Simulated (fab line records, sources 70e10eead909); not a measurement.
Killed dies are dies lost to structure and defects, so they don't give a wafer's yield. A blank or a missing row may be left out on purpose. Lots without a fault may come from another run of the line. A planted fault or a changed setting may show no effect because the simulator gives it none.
Which tool did it? | flow nand_harc | 14 lots, 41 wafers sampled, at 5 steps of a route of 1302

WHAT THE GAUGES READ, wafer by wafer
NHARC_THIN_TSV_CD_MEAS_16. Usual: cd_nm 999.4 nm, standard deviation 1.4.
lot  | measured     | on        | cd_nm (nm)           | flag
L762 | day 24 00:04 | cd_sem-01 | 1000.1 998.4 999.6   |
L763 | day 24 11:09 | cd_sem-03 | 998.1 999.0 1000.9   |
L764 | day 25 05:05 | cd_sem-03 | 998.4 998.5 997.3    |
L765 | day 24 18:55 | cd_sem-01 | 1000.0 997.5 1000.1  |
L766 | day 25 03:46 | cd_sem-02 | 1000.0 1002.6 999.8  |
L772 | day 27 18:25 | cd_sem-03 | 1000.0 998.9         |
L775 | day 29 07:23 | cd_sem-02 | 999.7                |
L778 | day 30 11:53 | cd_sem-02 | 998.2 999.2 996.7    |
L780 | day 31 09:41 | cd_sem-03 | 997.0 997.6 997.0    |
L781 | day 31 17:15 | cd_sem-02 | 1001.3 1000.9 1000.2 |
L782 | day 31 15:43 | cd_sem-02 | 998.5 998.4 999.3    |
L783 | day 33 20:08 | cd_sem-02 | 1000.4 997.4 999.6   |
L784 | day 32 21:16 | cd_sem-02 | 998.9 1000.4 1000.0  |
L785 | day 34 09:25 | cd_sem-01 | 999.4 1001.3 999.9   |

NHARC_END_SORT_01. Usual: killed_at_array 44, standard deviation 16; killed_at_other 0.6, standard deviation 1.1; killed_at_periphery 3.9, standard deviation 2.6; killed_dies 48, standard deviation 16; killed_open 3.1, standard deviation 1.9; killed_short 2.4, standard deviation 1.8.
lot  | measured     | on        | killed_at_array | killed_at_other | killed_at_periphery | killed_dies | killed_open | killed_short | flag
L772 | day 28 08:25 | prober-01 | 48 37 37        | 1 0 1           | 628 4 8             | 677 41 46   | 4 2 6       | 7 8 1        | OFF
L775 | day 29 23:56 | prober-01 | 38 38           | 0 1             | 639 5               | 677 44      | 7 3         | 2 2          | OFF

WHICH TOOL RAN EACH LOT (tool, then ch and the chambers of the sampled wafers, then the start)
lot  | NHARC_P_GATE_DEVELOP_45           | NHARC_THIN_TSV_ETCHBACK_48         | NHARC_THIN_TSV_CMP_21
L762 | litho_track-03 ch 0, day 5 14:00  | rie_diel-05 ch 0,2,3, day 24 01:20 | cmp-01 ch 0,1,3, day 24 03:28
L763 | litho_track-05 ch 0, day 5 20:00  | rie_diel-09 ch 1,3, day 24 12:26   | cmp-01 ch 2,3, day 24 14:28
L764 | litho_track-03 ch 0, day 6 08:00  | rie_diel-08 ch 1,2,3, day 25 06:21 | cmp-01 ch 0,1,3, day 25 08:26
L765 | litho_track-07 ch 0, day 6 22:00  | rie_diel-05 ch 1,2, day 24 20:13   | cmp-02 ch 0,1,3, day 24 22:31
L766 | litho_track-07 ch 0, day 7 06:00  | rie_diel-09 ch 1,2, day 25 05:05   | cmp-01 ch 0,1,2, day 25 07:08
L772 | litho_track-03 ch 0, day 9 12:00  | rie_diel-08 ch 0,2, day 27 19:46   | cmp-02 ch 0,3, day 27 21:52
L775 | litho_track-03 ch 0, day 11 02:00 | rie_diel-05 ch 3, day 29 08:54     | cmp-02 ch 2, day 29 10:55
L778 | litho_track-05 ch 0, day 12 08:00 | rie_diel-09 ch 1,2,3, day 30 13:16 | cmp-02 ch 1,2,3, day 30 15:17
L780 | litho_track-07 ch 0, day 12 20:00 | rie_diel-08 ch 2,3, day 31 11:01   | cmp-02 ch 2,3, day 31 13:02
L781 | litho_track-07 ch 0, day 13 15:00 | rie_diel-08 ch 1,3, day 31 18:31   | cmp-03 ch 0,1,2, day 31 20:45
L782 | litho_track-07 ch 0, day 13 19:00 | rie_diel-05 ch 0,2,3, day 31 17:08 | cmp-01 ch 0,1,2, day 31 19:13
L783 | litho_track-03 ch 0, day 14 04:00 | rie_diel-05 ch 0,2,3, day 33 21:25 | cmp-02 ch 0,2,3, day 33 23:53
L784 | litho_track-03 ch 0, day 14 17:00 | rie_diel-08 ch 0,1,2, day 32 22:33 | cmp-01 ch 0,2,3, day 33 00:36
L785 | litho_track-07 ch 0, day 15 11:00 | rie_diel-09 ch 1,2,3, day 34 10:45 | cmp-02 ch 0,2, day 34 12:44
- NHARC_P_GATE_DEVELOP_45: time 70 s.
- NHARC_THIN_TSV_ETCHBACK_48: etches the open film in C4F8/Ar, target depth 1028.5 nm, time 405.17 s.
- NHARC_THIN_TSV_CMP_21: polishes, t overpolish 30 s, target thk 2000 nm.

WHAT THE TOOLS THEMSELVES READ (means of the sampled wafers that have a number; where no wafer has one, the mark that the record gives instead)
NHARC_THIN_TSV_ETCHBACK_48. Usual: oes_product_au 0.95 a.u., standard deviation 0.031; rf_vpp_V 547 V, standard deviation 4.1.
lot  | tool        | oes_product_au (a.u.) | rf_vpp_V (V) | flag
L762 | rie_diel-05 | 0.92                  | 545          |
L763 | rie_diel-09 | 0.93                  | 549          |
L764 | rie_diel-08 | 0.99                  | 550          |
L765 | rie_diel-05 | 0.97                  | 547          |
L766 | rie_diel-09 | 0.93                  | 548          |
L772 | rie_diel-08 | 0.93                  | 544          |
L775 | rie_diel-05 | 0.97                  | 542          |
L778 | rie_diel-09 | 0.93                  | 549          |
L780 | rie_diel-08 | 1.00                  | 547          |
L781 | rie_diel-08 | 0.97                  | 549          |
L782 | rie_diel-05 | 0.94                  | 545          |
L783 | rie_diel-05 | 0.99                  | 545          |
L784 | rie_diel-08 | 0.92                  | 545          |
L785 | rie_diel-09 | 0.97                  | 549          |

NHARC_THIN_TSV_CMP_21. Usual: motor_current_A 12.0 A, standard deviation 1.1; overpolish_run_s 29.999 s, standard deviation 0.0089.
lot  | tool   | motor_current_A (A) | overpolish_run_s (s) | flag
L762 | cmp-01 | 13.1                | 29.998               |
L763 | cmp-01 | 12.3                | 30.002               |
L764 | cmp-01 | 13.1                | 30.003               |
L765 | cmp-02 | 11.3                | 29.996               |
L766 | cmp-01 | 13.4                | 29.996               |
L772 | cmp-02 | 11.6                | 30.003               |
L775 | cmp-02 | 11.0                | 30.006               |
L778 | cmp-02 | 11.2                | 30.006               |
L780 | cmp-02 | 11.3                | 30.005               |
L781 | cmp-03 | 10.5                | 30.000               |
L782 | cmp-01 | 13.1                | 29.995               |
L783 | cmp-02 | 11.7                | 30.000               |
L784 | cmp-01 | 13.6                | 29.999               |
L785 | cmp-02 | 11.9                | 29.994               |

THE ANSWER, worked out from the rows above alone
Rule: a lot is off if the mean of its wafers that have a number lies more than 3 standard deviations from the usual mean. A lot without any number at a reading at which 4 lots or more have one is off too. The other lots that the step has rows for count as sound. The gauges are gone through in route order, then the tools' own readings, and for those a lot's mean is taken as printed above. The first step at which some lot is off is used, and at that step the reading that is off furthest; a lot without a number counts as furthest.
Off: L772, L775, at NHARC_END_SORT_01 (killed_at_periphery). Neither off nor sound, because the step has no rows for them: L762, L763, L764, L765, L766, L778, L780, L781, L782, L783, L784, L785.
A tool fits if, at a process step before that reading, it ran every lot that is off, and no sound lot after the first of them. The gauges at NHARC_END_SORT_01 are tried like those tools. Can't be told from this: 3 tools fit, litho_track-03 at NHARC_P_GATE_DEVELOP_45, cmp-02 at NHARC_THIN_TSV_CMP_21, prober-01 at NHARC_END_SORT_01.

WHAT THE SIMULATOR HAD PUT IN
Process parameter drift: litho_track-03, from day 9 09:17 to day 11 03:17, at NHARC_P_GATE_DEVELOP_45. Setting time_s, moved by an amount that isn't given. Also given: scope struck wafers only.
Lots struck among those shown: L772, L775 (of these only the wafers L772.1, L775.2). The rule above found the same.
